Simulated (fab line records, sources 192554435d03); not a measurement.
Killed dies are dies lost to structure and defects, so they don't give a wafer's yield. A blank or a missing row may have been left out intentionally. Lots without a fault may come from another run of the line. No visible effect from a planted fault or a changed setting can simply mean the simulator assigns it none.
fab line records    flow n5Finfet    part 1 of 2: steps 1 to 4 of 6
record: lots: 17  wafers: 51  lastDay: 18
route steps=1938 shown FIN_SAQP@101
lots with no fault: from the same line, run without faults
startH: start of the lot's first displayed wafer, in hours after the record's first day    waitH: time in hours since the lot's previous step    " repeats the value in the row above    L1.1+2: one row covering several wafers at once    - either no value or no given start    * or withheld: withheld    < > ~ a bound
route shown NAME@n: a module of which the file shows steps, and the number in the route of the first    usual: mean and standard deviation over wafers with no fault    same: alike in all rows    chamber/n: place in a boat    sites: readings site by site    _std_site: the standard deviation of these    _edge_site: outer sites' mean less inner sites'    radiusMm: how far each site lies from the wafer's centre    mask NAME#n: copy n    behind: the most recent tool/chamber to have shaped the wafer    hold: reason for holding the lot/hours on hold/outcome of the hold    device: names the non-switching transistor (n, p or np)    end of line: the same wafers' tests at the end of the route    a step given without rows: its recipe and nothing more    killed: dies lost to structure and defects at the first sort, not the wafer's yield    map: a wafer's dies, x killed, . not, _ none there
set.NAME: the setting the step ran with; set.NAME@STEP: the setting that earlier step ran with    model.NAME: the simulator's own value behind a step, which no gauge read
route steps across a sampled set of lots; one table per step, one row per wafer
services: a tool's chamber out of use, with start hour (startH, from the record's first day; less than 0 if before it), hours out, and reason
== steps ==
step: N5_FIN_SAQP_THK_MEAS_07
usual: thkNm: 59.7/0.85
lot.wafer  tool          chamber  startH  waitH  thkNm
L074.4     filmMetro-02  -        21.78   0.0    60.5
L074.5     "             -        "       "      59.6
L074.6     "             -        "       "      60.1
L075.2     filmMetro-02  -        29.67   0.1    59.7
L075.3     "             -        "       "      59.2
L075.4     "             -        "       "      60.1
L076.2     filmMetro-02  -        33.29   0.1    59.2
L076.3     "             -        "       "      59.8
L076.6     "             -        "       "      59.4
L080.2     filmMetro-02  -        57.57   0.1    59.0
L080.4     "             -        "       "      59.5
L080.5     "             -        "       "      59.9
L081.3     filmMetro-01  -        63.50   0.1    57.8
L081.5     "             -        "       "      58.5
L081.6     "             -        "       "      58.8
L082.2     filmMetro-01  -        69.74   0.2    59.0
L082.3     "             -        "       "      59.6
L082.6     "             -        "       "      60.2
L083.3     filmMetro-02  -        76.89   0.1    57.9
L083.4     "             -        "       "      60.1
L083.5     "             -        "       "      58.7
L084.4     filmMetro-02  -        80.98   0.0    60.7
L084.5     "             -        "       "      61.5
L084.6     "             -        "       "      62.5
L085.3     filmMetro-02  -        87.08   0.1    60.6
L085.5     "             -        "       "      60.9
L085.6     "             -        "       "      61.0
L087.1     filmMetro-01  -        101.50  0.1    59.2
L087.3     "             -        "       "      59.8
L087.4     "             -        "       "      61.2
L088.2     filmMetro-02  -        105.16  0.1    58.1
L088.3     "             -        "       "      59.1
L088.6     "             -        "       "      58.9
L089.1     filmMetro-02  -        110.80  0.1    58.4
L089.2     "             -        "       "      59.5
L089.4     "             -        "       "      60.2
L092.3     filmMetro-02  -        131.97  0.1    59.6
L092.4     "             -        "       "      59.9
L092.5     "             -        "       "      60.4
L093.1     filmMetro-02  -        145.65  0.1    59.5
L093.4     "             -        "       "      60.0
L093.6     "             -        "       "      60.3
L094.1     filmMetro-01  -        147.05  0.1    59.6
L094.5     "             -        "       "      60.3
L094.6     "             -        "       "      61.2
L095.3     filmMetro-02  -        147.94  0.1    59.5
L095.4     "             -        "       "      60.9
L095.5     "             -        "       "      60.1
L096.1     filmMetro-01  -        153.63  0.1    59.8
L096.3     "             -        "       "      59.0
L096.6     "             -        "       "      60.8
step: N5_FIN_SAQP_ETCH_51
recipe: chemistry: CF4  target: SiARC  targetDepthA: 455  maskMaterial: CAR-ArF  timeS: 75.8  ionEnergyEv: 80  pressureMtorr: 40  sourceW: 545  biasW: 36  Ar_flow_sccm: 100  cf4FlowSccm: 100  ends: cleared
usual: chamberPressureMTorr: 40.00/0.036  drypumpMotorCurrentA: 5.7/0.52  etchRfOnTimeS: 76.5/1.6  mfcArSccm: 100.04/0.3  oesProductAu: 0.66/0.069  rfVppV: 184.7/1  showerheadPlenumPTorr: 2.20/0.047  throttleValvePct: 15.56/0.22
lot.wafer  tool        chamber  startH  waitH  chamberPressureMTorr  drypumpMotorCurrentA  etchRfOnTimeS  mfcArSccm  oesProductAu  rfHoursCounterH  rfVppV  showerheadPlenumPTorr  throttleValvePct
L074.4     rieDiel-01  3        22.32   0.0    39.98                 5.7                   74.6           100.17     0.58          -                183.8   2.19                   16.11
L074.5     "           2        "       "      39.98                 5.9                   76.9           99.93      0.61          -                185.7   2.20                   15.37
L074.6     "           0        "       "      40.05                 5.5                   75.2           100.22     0.62          -                186.0   2.21                   15.64
L075.2     rieDiel-04  1        30.33   0.0    39.96                 5.7                   73.7           100.04     0.71          79               184.7   2.17                   15.36
L075.3     "           2        "       "      40.09                 4.9                   77.4           99.43      0.59          225              185.6   2.20                   16.00
L075.4     "           0        "       "      39.94                 6.7                   72.9           100.25     0.82          6                185.2   2.27                   15.21
L076.2     rieDiel-01  0        33.93   0.0    40.02                 5.5                   75.5           99.86      0.62          195              185.4   2.21                   15.64
L076.3     "           3        "       "      40.05                 5.8                   74.8           100.39     0.58          250              185.4   2.19                   16.12
L076.6     "           2        "       "      39.99                 5.8                   76.9           99.93      0.60          -                186.0   2.20                   15.38
L080.2     rieDiel-05  2        58.06   0.0    40.00                 5.9                   78.3           99.70      0.63          169              184.5   2.22                   15.32
L080.4     "           0        "       "      40.01                 5.6                   75.7           100.17     0.68          119              184.3   2.23                   15.53
L080.5     "           0        "       "      40.01                 5.6                   76.6           99.96      0.67          -                184.3   2.23                   15.51
L081.3     rieDiel-04  0        63.99   0.0    40.00                 6.7                   73.4           99.96      0.80          16               186.6   2.27                   15.20
L081.5     "           3        "       "      40.05                 4.9                   74.7           99.94      0.75          -                182.8   2.10                   15.58
L081.6     "           2        "       "      40.01                 5.0                   77.6           100.23     0.58          -                184.6   2.20                   16.02
L082.2     rieDiel-05  0        70.23   0.0    40.02                 5.5                   76.8           99.60      0.68          124              184.9   2.23                   15.54
L082.3     "           3        "       "      39.96                 6.1                   75.9           99.58      0.63          162              184.2   2.22                   15.59
L082.6     "           0        "       "      39.96                 5.5                   76.3           100.25     0.68          -                186.0   2.23                   15.53
L083.3     rieDiel-05  2        77.51   0.0    39.98                 5.9                   78.2           100.23     0.63          175              184.9   2.22                   15.35
L083.4     "           0        "       "      40.01                 5.5                   76.2           99.97      0.68          126              184.2   2.23                   15.54
L083.5     "           0        "       "      40.03                 5.6                   76.5           100.30     0.68          -                185.3   2.23                   15.54
L084.4     rieDiel-04  2        81.72   0.0    39.99                 5.0                   79.2           99.45      0.58          241              184.2   2.20                   16.03
L084.5     "           0        "       "      39.98                 6.7                   74.7           100.27     0.78          -                184.5   2.27                   15.23
L084.6     "           1        "       "      40.02                 5.7                   74.9           99.43      0.69          -                184.4   2.16                   15.39
L085.3     rieDiel-05  3        87.69   0.0    39.96                 6.1                   75.3           100.07     0.62          167              185.3   2.22                   15.59
L085.5     "           1        "       "      40.00                 6.1                   78.6           100.36     0.61          -                185.0   2.22                   15.71
L085.6     "           0        "       "      39.95                 5.6                   75.4           99.73      0.68          -                183.6   2.23                   15.55
L087.1     rieDiel-04  2        102.40  0.0    39.95                 5.0                   77.8           99.94      0.58          247              185.6   2.19                   16.05
L087.3     "           3        "       "      40.02                 4.9                   74.8           100.06     0.74          64               184.1   2.09                   15.60
L087.4     "           1        "       "      40.01                 5.6                   74.6           99.92      0.69          101              183.0   2.16                   15.41
L088.2     rieDiel-04  3        105.65  0.0    39.98                 4.9                   75.3           100.33     0.71          65               183.1   2.09                   15.61
L088.3     "           0        "       "      39.95                 6.7                   74.1           100.25     0.77          30               186.4   2.27                   15.23
L088.6     "           2        "       "      40.00                 5.0                   77.7           99.79      0.58          -                184.0   2.19                   16.04
L089.1     rieDiel-04  3        111.80  0.0    39.95                 4.9                   76.6           100.65     0.73          68               183.6   2.09                   15.62
L089.2     "           0        "       "      39.95                 6.7                   75.0           100.07     0.76          33               186.0   2.27                   15.24
L089.4     "           0        "       "      40.03                 6.7                   75.2           99.81      0.76          -                186.0   2.27                   15.22
L092.3     rieDiel-04  1        135.32  0.0    40.00                 5.6                   77.0           100.01     0.66          109              184.1   2.15                   15.41
L092.4     "           3        "       "      40.01                 4.9                   77.1           100.27     0.71          72               183.1   2.09                   15.62
L092.5     "           3        "       "      40.01                 4.9                   76.3           99.75      0.72          -                182.8   2.09                   15.63
L093.1     rieDiel-05  2        146.27  0.0    39.97                 5.9                   78.3           100.22     0.62          202              184.5   2.21                   15.38
L093.4     "           1        "       "      40.01                 6.1                   78.8           99.90      0.58          -                185.6   2.22                   15.75
L093.6     "           2        "       "      39.99                 5.9                   77.5           100.53     0.61          -                184.3   2.21                   15.40
L094.1     rieDiel-05  0        147.66  0.0    39.99                 5.6                   75.9           100.93     0.65          153              185.7   2.22                   15.59
L094.5     "           2        "       "      40.03                 5.9                   77.4           99.98      0.61          -                184.4   2.21                   15.38
L094.6     "           0        "       "      40.07                 5.6                   76.6           100.14     0.65          -                184.7   2.22                   15.60
L095.3     rieDiel-04  3        148.57  0.0    40.07                 4.9                   75.0           100.19     0.72          78               183.2   2.09                   15.65
L095.4     "           1        "       "      40.05                 5.7                   75.3           99.68      0.67          115              183.4   2.15                   15.43
L095.5     "           1        "       "      39.92                 5.6                   75.2           99.87      0.67          -                184.8   2.15                   15.43
L096.1     rieDiel-05  0        154.25  0.0    39.97                 5.6                   77.1           99.85      0.65          155              185.4   2.22                   15.59
L096.3     "           3        "       "      40.00                 6.1                   76.3           100.33     0.61          190              185.3   2.21                   15.66
L096.6     "           0        "       "      39.98                 5.5                   76.3           100.42     0.65          -                184.3   2.22                   15.58
step: N5_FIN_SAQP_HM_OPEN_73
recipe: chemistry: CHF3/O2  target: SiO2  stopOn: a-Si  targetDepthA: 120  overEtchFrac: 1.8  maskMaterial: SOC  timeS: 16.8  pressureMtorr: 30  sourceW: 650  biasW: 170  Ar_flow_sccm: 200  CHF3_flow_sccm: 50  O2_flow_sccm: 5  ionEnergyEv: 200  ends: endPoint
usual: chamberPressureMTorr: 30.000/0.022  drypumpMotorCurrentA: 5.7/0.52  mfcArSccm: 200.0/0.57  oesProductAu: 0.47/0.045  rfVppV: 530/8.5  showerheadPlenumPTorr: 2.48/0.054  throttleValvePct: 18.77/0.22
lot.wafer  tool        chamber  startH  waitH  chamberPressureMTorr  drypumpMotorCurrentA  mfcArSccm  oesProductAu  rfHoursCounterH  rfVppV  showerheadPlenumPTorr  throttleValvePct
L074.4     rieDiel-01  3        22.48   0.0    29.962                5.8                   199.5      0.42          -                531     2.47                   19.37
L074.5     "           2        "       "      29.994                5.9                   200.2      0.43          -                538     2.49                   18.59
L074.6     "           0        "       "      29.999                5.5                   200.2      0.44          -                530     2.48                   18.80
L075.2     rieDiel-04  1        30.49   0.0    30.013                5.6                   199.9      0.49          79               518     2.44                   18.59
L075.3     "           2        "       "      30.012                5.0                   200.7      0.42          225              525     2.47                   19.17
L075.4     "           0        "       "      29.998                6.7                   199.5      0.57          6                529     2.55                   18.37
L076.2     rieDiel-01  0        34.10   0.0    30.011                5.5                   199.8      0.43          195              529     2.48                   18.82
L076.3     "           3        "       "      29.968                5.8                   201.2      0.41          250              531     2.47                   19.36
L076.6     "           2        "       "      29.947                5.8                   200.1      0.43          -                538     2.48                   18.58
L080.2     rieDiel-05  2        58.22   0.0    29.997                5.9                   200.5      0.45          169              545     2.52                   18.61
L080.4     "           0        "       "      29.996                5.6                   199.6      0.48          120              528     2.51                   18.69
L080.5     "           0        "       "      30.017                5.6                   200.7      0.49          -                527     2.51                   18.69
L081.3     rieDiel-04  0        64.15   0.0    30.013                6.7                   200.1      0.55          16               528     2.55                   18.40
L081.5     "           3        "       "      29.991                4.9                   200.1      0.52          -                534     2.36                   18.84
L081.6     "           2        "       "      29.999                5.0                   200.5      0.43          -                525     2.47                   19.18
L082.2     rieDiel-05  0        70.39   0.0    30.009                5.5                   201.4      0.47          124              525     2.51                   18.69
L082.3     "           3        "       "      29.995                6.1                   199.7      0.45          162              517     2.50                   18.78
L082.6     "           0        "       "      29.972                5.6                   200.8      0.48          -                528     2.51                   18.70
L083.3     rieDiel-05  2        77.67   0.0    29.989                5.9                   200.0      0.45          176              544     2.52                   18.60
L083.4     "           0        "       "      30.012                5.6                   200.1      0.47          126              527     2.51                   18.70
L083.5     "           0        "       "      30.029                5.5                   200.4      0.49          -                527     2.51                   18.70
L084.4     rieDiel-04  2        81.89   0.0    29.988                5.0                   199.3      0.42          241              526     2.47                   19.19
L084.5     "           0        "       "      29.962                6.7                   200.0      0.55          -                525     2.55                   18.41
L084.6     "           1        "       "      29.945                5.6                   199.5      0.48          -                517     2.43                   18.60
L085.3     rieDiel-05  3        87.86   0.0    30.005                6.1                   199.8      0.44          168              518     2.50                   18.79
L085.5     "           1        "       "      30.045                6.1                   200.2      0.43          -                532     2.51                   18.91
L085.6     "           0        "       "      30.016                5.6                   201.3      0.48          -                526     2.51                   18.69
L087.1     rieDiel-04  2        102.56  0.0    30.024                5.0                   200.0      0.40          247              525     2.46                   19.20
L087.3     "           3        "       "      29.984                4.9                   199.2      0.51          64               535     2.35                   18.85
L087.4     "           1        "       "      29.974                5.7                   199.6      0.48          101              517     2.43                   18.61
L088.2     rieDiel-04  3        105.82  0.0    29.956                4.9                   199.6      0.51          65               534     2.35                   18.86
L088.3     "           0        "       "      29.985                6.6                   200.7      0.53          30               529     2.54                   18.41
L088.6     "           2        "       "      30.002                5.0                   200.5      0.42          -                525     2.46                   19.20
L089.1     rieDiel-04  3        111.97  0.0    30.022                4.9                   200.3      0.51          68               534     2.35                   18.86
L089.2     "           0        "       "      29.975                6.7                   200.4      0.52          33               528     2.54                   18.43
L089.4     "           0        "       "      30.022                6.7                   199.8      0.53          -                529     2.54                   18.42
L092.3     rieDiel-04  1        135.49  0.0    30.012                5.7                   199.8      0.47          109              518     2.43                   18.61
L092.4     "           3        "       "      29.989                4.9                   199.7      0.51          72               533     2.35                   18.87
L092.5     "           3        "       "      29.993                4.9                   199.9      0.51          -                534     2.35                   18.88
L093.1     rieDiel-05  2        146.43  0.0    29.994                5.9                   200.7      0.43          202              544     2.51                   18.65
L093.4     "           1        "       "      29.987                6.0                   200.1      0.41          -                532     2.50                   18.96
L093.6     "           2        "       "      30.007                5.9                   199.3      0.43          -                545     2.51                   18.64
L094.1     rieDiel-05  0        147.83  0.0    29.999                5.5                   199.8      0.46          153              526     2.50                   18.75
L094.5     "           2        "       "      30.020                5.9                   199.9      0.44          -                544     2.51                   18.66
L094.6     "           0        "       "      30.010                5.5                   200.2      0.46          -                526     2.50                   18.75
L095.3     rieDiel-04  3        148.73  0.0    29.997                4.9                   200.5      0.50          78               535     2.35                   18.87
L095.4     "           1        "       "      29.970                5.7                   199.2      0.47          115              518     2.42                   18.64
L095.5     "           1        "       "      30.034                5.7                   199.2      0.46          -                518     2.42                   18.63
L096.1     rieDiel-05  0        154.41  0.0    30.009                5.6                   199.6      0.46          155              527     2.50                   18.74
L096.3     "           3        "       "      30.001                6.1                   200.5      0.42          190              518     2.49                   18.81
L096.6     "           0        "       "      30.006                5.6                   199.9      0.46          -                527     2.50                   18.74
step: N5_FIN_SAQP_STRIP_55
recipe: chemistry: N2/H2  powerW: 500  tempC: 40  pressureMtorr: 50  rfFrequencyHz: 6e+07  overashFraction: 0.3  biasPowerW: 28  h2Frac: 0.5  n2FlowSccm: 300  h2FlowSccm: 300
usual: chamberPressureMTorr: 50.01/0.066  drypumpMotorCurrentA: 5.8/0.45  oesProductAu: 0.77/0.076  rfVppV: 122.5/1.4  showerheadPlenumPTorr: 3.46/0.072  throttleValvePct: 18.8/0.42
same: overashFraction: 0.3
lot.wafer  tool        chamber  startH  waitH  chamberPressureMTorr  drypumpMotorCurrentA  oesProductAu  rfHoursCounterH  rfVppV  showerheadPlenumPTorr  throttleValvePct
L074.4     rieDiel-05  0        22.64   0.0    50.03                 5.5                   0.82          107              122.6   3.53                   18.8
L074.5     "           1        "       "      49.99                 6.1                   0.73          -                124.2   3.50                   18.7
L074.6     "           0        "       "      50.04                 5.6                   0.81          -                121.5   3.53                   18.8
L075.2     rieDiel-01  1        30.76   0.1    50.09                 6.1                   0.82          90               126.2   3.54                   18.8
L075.3     "           2        "       "      50.04                 5.9                   0.72          195              120.2   3.47                   18.7
L075.4     "           0        "       "      50.03                 5.5                   0.71          194              122.1   3.45                   18.5
L076.2     rieDiel-01  2        34.28   0.1    49.97                 5.9                   0.72          196              120.7   3.47                   18.7
L076.3     "           3        "       "      50.04                 5.8                   0.67          250              122.8   3.43                   19.6
L076.6     "           2        "       "      50.03                 5.9                   0.72          -                124.3   3.47                   18.7
L080.2     rieDiel-04  0        58.41   0.1    50.01                 6.7                   0.94          14               122.4   3.55                   18.0
L080.4     "           2        "       "      49.96                 5.0                   0.71          232              121.0   3.45                   19.7
L080.5     "           3        "       "      50.01                 4.9                   0.88          -                123.1   3.27                   19.1
L081.3     rieDiel-04  0        64.34   0.1    49.98                 6.7                   0.93          16               121.6   3.55                   18.0
L081.5     "           0        "       "      50.02                 6.7                   0.93          -                121.6   3.55                   18.0
L081.6     "           3        "       "      49.92                 4.9                   0.88          -                122.0   3.27                   19.1
L082.2     rieDiel-05  2        70.58   0.1    50.10                 5.9                   0.75          172              120.8   3.47                   18.2
L082.3     "           0        "       "      49.90                 5.6                   0.80          124              124.3   3.52                   18.9
L082.6     "           0        "       "      50.04                 5.6                   0.79          -                121.6   3.52                   18.8
L083.3     rieDiel-05  3        77.86   0.1    49.98                 6.1                   0.74          164              122.9   3.50                   19.1
L083.4     "           1        "       "      50.01                 6.1                   0.71          162              123.2   3.49                   18.8
L083.5     "           1        "       "      49.94                 6.1                   0.72          -                124.4   3.49                   18.8
L084.4     rieDiel-04  3        82.07   0.1    50.10                 4.9                   0.87          57               122.8   3.27                   19.1
L084.5     "           1        "       "      49.97                 5.7                   0.81          -                119.0   3.37                   18.5
L084.6     "           2        "       "      50.04                 5.0                   0.68          -                122.0   3.45                   19.7
L085.3     rieDiel-04  1        88.04   0.1    49.92                 5.6                   0.81          96               121.5   3.37                   18.5
L085.5     "           0        "       "      49.89                 6.7                   0.92          -                120.3   3.54                   18.1
L085.6     "           1        "       "      50.03                 5.7                   0.80          -                122.4   3.37                   18.5
L087.1     rieDiel-05  1        102.75  0.1    50.00                 6.1                   0.73          169              121.6   3.49                   18.8
L087.3     "           2        "       "      50.11                 5.9                   0.74          184              123.2   3.47                   18.3
L087.4     "           0        "       "      50.14                 5.5                   0.79          135              123.6   3.51                   18.8
L088.2     rieDiel-04  3        106.00  0.1    49.93                 4.9                   0.86          65               120.7   3.26                   19.1
L088.3     "           1        "       "      49.97                 5.7                   0.80          102              121.3   3.37                   18.5
L088.6     "           3        "       "      49.89                 4.9                   0.87          -                121.1   3.26                   19.1
L089.1     rieDiel-05  3        112.15  0.1    49.99                 6.1                   0.73          176              123.4   3.50                   19.1
L089.2     "           1        "       "      50.08                 6.1                   0.71          173              122.3   3.49                   18.8
L089.4     "           0        "       "      49.91                 5.6                   0.80          138              123.8   3.51                   18.8
L092.3     rieDiel-05  3        135.72  0.1    50.08                 6.1                   0.72          185              120.0   3.49                   19.2
L092.4     "           2        "       "      49.95                 5.9                   0.74          198              122.7   3.46                   18.3
L092.5     "           2        "       "      49.97                 5.9                   0.74          -                122.3   3.46                   18.3
L093.1     rieDiel-01  3        146.62  0.1    50.02                 5.7                   0.89          27               122.9   3.42                   19.2
L093.4     "           2        "       "      50.05                 5.9                   0.69          231              123.2   3.45                   18.8
L093.6     "           3        "       "      50.04                 5.8                   0.90          -                124.2   3.42                   19.3
L094.1     rieDiel-01  0        148.01  0.1    49.94                 5.5                   0.69          231              122.1   3.43                   18.5
L094.5     "           0        "       "      49.93                 5.5                   0.68          -                121.6   3.43                   18.5
L094.6     "           1        "       "      50.15                 6.1                   0.78          -                124.3   3.52                   18.8
L095.3     rieDiel-05  0        148.91  0.1    50.04                 5.6                   0.77          153              121.7   3.50                   18.9
L095.4     "           3        "       "      49.93                 6.1                   0.72          188              123.9   3.49                   19.2
L095.5     "           0        "       "      50.01                 5.6                   0.77          -                122.3   3.50                   18.9
L096.1     rieDiel-04  1        154.59  0.1    49.98                 5.7                   0.78          117              122.7   3.36                   18.5
L096.3     "           0        "       "      50.04                 6.7                   0.87          45               120.2   3.53                   18.1
L096.6     "           1        "       "      50.07                 5.6                   0.77          -                121.9   3.36                   18.5
